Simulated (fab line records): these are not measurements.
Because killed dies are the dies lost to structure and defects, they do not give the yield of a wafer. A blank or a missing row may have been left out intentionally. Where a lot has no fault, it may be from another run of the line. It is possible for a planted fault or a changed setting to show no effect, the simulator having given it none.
What tool caused it? -- flow nand_harc -- Sampling: 11 lots, 32 wafers, 6 of 1302 route steps

== WHAT EACH GAUGE READ, for each wafer ==
NHARC_P_M1_CD_MEAS_09: target cd 130 nm. Usual: 129.8 nm for cd_nm, sd 0.82.
lot,measured,on,cd_nm (nm),flag
L130,day 7 03:17,cd_sem-03,129.3 128.4 129.7,
L129,day 7 03:35,cd_sem-03,130.1 130.4 131.8,
L132,day 7 19:59,cd_sem-02,129.4 128.5 130.0,
L135,day 9 09:04,cd_sem-03,130.8 129.6 130.2,
L137,day 10 03:58,cd_sem-02,129.5 130.2 129.3,
L138,day 10 12:46,cd_sem-01,129.9 128.6 129.5,
L143,day 12 05:32,cd_sem-01,122.7 123.3,OFF
L145,day 13 06:51,cd_sem-02,124.2 123.3 129.8,OFF
L149,day 14 23:34,cd_sem-02,128.8 130.1 129.4,
L150,day 15 20:17,cd_sem-02,128.4 128.6 129.1,
L151,day 15 22:13,cd_sem-01,129.9 129.9 129.5,

NHARC_END_SORT_01. Usual: defect_limited_yield 91.9 %, standard deviation 2.9; killed_at_array 50, standard deviation 20; killed_at_other 1.2, standard deviation 1.5; killed_at_periphery 3.6, standard deviation 2.6; killed_dies 55, standard deviation 20; killed_open 3.4, standard deviation 2; killed_short 2.7, standard deviation 1.6; sort_bin_2_pct 2.9 %, standard deviation 1.3; sort_bin_3_pct 0.6 %, standard deviation 0.38; sort_bin_4_pct 4.6 %, standard deviation 1.6; sort_n_pass 622, standard deviation 20; sort_rim_yield_pct 93 %, standard deviation 3.8; sort_yield_pct 91.9 %, standard deviation 2.9.
lot,measured,on,defect_limited_yield (%),killed_at_array,killed_at_other,killed_at_periphery,killed_dies,killed_open,killed_short,sort_bin_2_pct (%),sort_bin_3_pct (%),sort_bin_4_pct (%),sort_n_pass,sort_rim_yield_pct (%),sort_yield_pct (%),flag
L129,day 25 05:59,prober-02,87.4 83.9 85.2,83 104 97,2 2 0,0 3 3,85 109 100,3 2 4,1 5 4,4.9 6.1 7.4,1.5 1.0 1.0,6.2 9.0 6.4,592 568 577,98 90 95,87.4 83.9 85.2,
L137,day 28 04:58,prober-01,93.6 96.3 93.9,38 16 32,1 3 7,4 6 2,43 25 41,3 0 2,0 2 2,1.8 0.7 2.4,0.6 0 0,4.0 3.0 3.7,634 652 636,97 93 92,93.6 96.3 93.9,
L143,day 30 01:29,prober-01,91.0 90.7,53 53,3 3,5 7,61 63,2 3,2 1,4.6 3.2,0.9 0.4,3.5 5.6,616 614,93 86,91.0 90.7,
L145,day 30 19:23,prober-01,94.4 91.7 93.6,29 52 40,4 1 2,5 3 1,38 56 43,2 9 4,5 4 4,2.4 2.5 1.9,0.4 0.3 0.1,2.8 5.5 4.3,639 621 634,87 91 87,94.4 91.7 93.6,
L151,day 33 15:07,prober-02,95.9 88.3 91.3,26 67 55,1 6 0,1 6 4,28 79 59,0 8 6,2 1 5,1.0 3.2 3.0,0.6 0.7 0.9,2.5 7.7 4.9,649 598 618,90 86 87,95.9 88.3 91.3,

== WHICH TOOL RAN EACH LOT (tool, then ch and the chambers of the sampled wafers, then the start) ==
lot,NHARC_P_M0_PVD_20,NHARC_P_M0_PRE_CLEAN_31,NHARC_P_M1_PEB_07,NHARC_P_M1_DESCUM_14
L130,"pvd_sputter-03, day 7 01:57 or earlier","pecvd-02 ch 0,1,2, day 7 01:57","litho_track-04 ch 0, day 7 03:12","rie_diel-01 ch 0,3, day 7 03:28"
L129,"pvd_sputter-01, day 7 02:17 or earlier","pecvd-03 ch 1,2, day 7 02:17","litho_track-06 ch 0, day 7 03:30","rie_diel-02 ch 2,3, day 7 03:46"
L132,"pvd_sputter-03, day 7 18:41 or earlier","pecvd-02 ch 0,2, day 7 18:41","litho_track-04 ch 0, day 7 19:55","rie_diel-01 ch 1,3, day 7 20:12"
L135,"pvd_sputter-02, day 9 07:44 or earlier","pecvd-02 ch 1,2, day 9 07:44","litho_track-06 ch 0, day 9 08:59","rie_diel-01 ch 0,1, day 9 09:14"
L137,"pvd_sputter-01, day 10 02:46 or earlier","pecvd-01 ch 0,2, day 10 02:46","litho_track-06 ch 0, day 10 03:53","rie_diel-06 ch 2,3, day 10 04:09"
L138,"pvd_sputter-02, day 10 11:34 or earlier","pecvd-03 ch 1,2, day 10 11:34","litho_track-01 ch 0, day 10 12:41","rie_diel-01 ch 0,1,2, day 10 12:58"
L143,"pvd_sputter-03, day 12 04:22 or earlier","pecvd-02 ch 0,2, day 12 04:22","litho_track-06 ch 0, day 12 05:27","rie_diel-01 ch 0,3, day 12 05:44"
L145,"pvd_sputter-01, day 13 05:38 or earlier","pecvd-02 ch 1,2, day 13 05:38","litho_track-06 ch 0, day 13 06:46","rie_diel-06 ch 0,2,3, day 13 07:02"
L149,"pvd_sputter-02, day 14 22:23 or earlier","pecvd-02 ch 0,1, day 14 22:23","litho_track-04 ch 0, day 14 23:29","rie_diel-01 ch 0,1,2, day 14 23:44"
L150,"pvd_sputter-02, day 15 18:50 or earlier","pecvd-02 ch 0,2, day 15 18:50","litho_track-01 ch 0, day 15 20:13","rie_diel-01 ch 0,2, day 15 20:31"
L151,"pvd_sputter-01, day 15 20:54 or earlier","pecvd-02 ch 0,2, day 15 20:54","litho_track-04 ch 0, day 15 22:08","rie_diel-06 ch 1,2,3, day 15 22:25"
- NHARC_P_M0_PVD_20: deposits TaN, target thk 5 nm, time 8.06 s.
- NHARC_P_M0_PRE_CLEAN_31: time 12 s.
- NHARC_P_M1_PEB_07: peb time 65 s.
- NHARC_P_M1_DESCUM_14: chemistry O2, time 3 s.

== WHAT THE TOOLS THEMSELVES READ (means of the sampled wafers that have a number; where no wafer has one, the mark that the record gives instead) ==
NHARC_P_M0_PVD_20. Usual: substrate_temp_c 49.99 C, standard deviation 0.11; throttle_valve_pct 30.3 %, standard deviation 1.2.
lot,tool,substrate_temp_c (C),throttle_valve_pct (%),flag
L130,pvd_sputter-03,49.89,31.6,
L129,pvd_sputter-01,50.06,29.7,
L132,pvd_sputter-03,50.03,31.4,
L135,pvd_sputter-02,49.84,30.4,
L137,pvd_sputter-01,49.86,30.5,
L138,pvd_sputter-02,49.93,29.0,
L143,pvd_sputter-03,50.00,28.6,
L145,pvd_sputter-01,50.00,30.1,
L149,pvd_sputter-02,49.88,30.2,
L150,pvd_sputter-02,50.04,29.7,
L151,pvd_sputter-01,50.05,30.5,

NHARC_P_M0_PRE_CLEAN_31. Usual: heater_power_w 592 W, standard deviation 110; rf_fwd_power_W 292.6 W, standard deviation 0.97.
lot,tool,heater_power_w (W),rf_fwd_power_W (W),flag
L130,pecvd-02,597,292.4,
L129,pecvd-03,507,292.3,
L132,pecvd-02,578,292.5,
L135,pecvd-02,622,292.0,
L137,pecvd-01,571,293.4,
L138,pecvd-03,545,292.6,
L143,pecvd-02,544,292.8,
L145,pecvd-02,568,291.9,
L149,pecvd-02,597,292.9,
L150,pecvd-02,498,293.2,
L151,pecvd-02,527,292.6,

NHARC_P_M1_PEB_07. Usual: 156.6 W for heater_power_total_W, sd 0.42.
lot,tool,heater_power_total_W (W),flag
L130,litho_track-04,156.2,
L129,litho_track-06,157.0,
L132,litho_track-04,156.3,
L135,litho_track-06,156.8,
L137,litho_track-06,156.4,
L138,litho_track-01,156.7,
L143,litho_track-06,175.1,OFF
L145,litho_track-06,169.5,OFF
L149,litho_track-04,156.3,
L150,litho_track-01,156.4,
L151,litho_track-04,156.6,

NHARC_P_M1_DESCUM_14. Usual: drypump_motor_current_A 5.9 A, standard deviation 0.5; o2_flow_sccm 200.0 sccm, standard deviation 0.6; oes_product_au 1.001 a.u., standard deviation 0.0093; rf_vpp_V 57.7 V, standard deviation 0.89; showerhead_plenum_p_Torr 1.90 Torr, standard deviation 0.058; throttle_valve_pct 11.312 %, standard deviation 0.0095.
lot,tool,drypump_motor_current_A (A),o2_flow_sccm (sccm),oes_product_au (a.u.),rf_vpp_V (V),showerhead_plenum_p_Torr (Torr),throttle_valve_pct (%),flag
L130,rie_diel-01,5.9,199.9,1.008,58.2,1.91,11.311,
L129,rie_diel-02,5.7,200.1,0.996,56.3,1.80,11.310,
L132,rie_diel-01,6.3,200.1,0.991,58.5,1.97,11.312,
L135,rie_diel-01,6.0,200.3,1.000,57.9,1.85,11.314,
L137,rie_diel-06,5.8,200.3,0.988,58.0,1.92,11.314,
L138,rie_diel-01,5.7,199.8,1.004,57.4,1.86,11.314,
L143,rie_diel-01,6.0,200.2,1.018,59.0,1.94,11.316,
L145,rie_diel-06,5.9,199.6,0.995,57.6,1.93,11.309,
L149,rie_diel-01,5.7,199.8,0.998,57.1,1.85,11.308,
L150,rie_diel-01,5.2,200.2,1.001,57.6,1.85,11.315,
L151,rie_diel-06,5.9,200.3,1.004,57.9,1.92,11.301,

== THE ANSWER, worked out from the rows above alone ==
Rule: lot off if the mean of its wafers having a number is beyond 3 standard deviations from the usual mean. Also off: a lot with no number at a reading for which 4 or more lots have one. The other lots that the step has rows for count as sound. Order of review: gauges by route order, followed by the tools' own readings, for which a lot's mean as printed above is used. The first step at which some lot is off is used, and at that step the reading that is off furthest; a lot without a number counts as furthest.
Off at NHARC_P_M1_CD_MEAS_09 (cd_nm): L143, L145.
A tool fits if, at a process step before that reading, it ran every lot that is off, and no sound lot after the first of them. Not tried: the gauges at NHARC_P_M1_CD_MEAS_09; whatever is off there is also off at NHARC_P_M1_PEB_07, on other tools, and gauge error can't account for it. NHARC_P_M0_PVD_20: start missing for some lots; hours and lot order therefore follow NHARC_P_M0_PRE_CLEAN_31. One fits: NHARC_P_M1_PEB_07 on litho_track-06. A fault onset in the window from L137 (day 10 03:53, its last sound lot) to L143 (day 12 05:27, its first lot off) fits.
On the lots that are off, the tool's own readings at NHARC_P_M1_PEB_07 differ by more than 5 times the standard deviation of the sound lots' means, which bears it out; heater_power_total_W reads 172.3 W there versus 156.5 W on the sound lots.

== WHAT WAS PUT IN BY THE SIMULATOR ==
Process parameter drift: litho_track-06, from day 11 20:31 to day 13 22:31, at NHARC_P_M1_PEB_07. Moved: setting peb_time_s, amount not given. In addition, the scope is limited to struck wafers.
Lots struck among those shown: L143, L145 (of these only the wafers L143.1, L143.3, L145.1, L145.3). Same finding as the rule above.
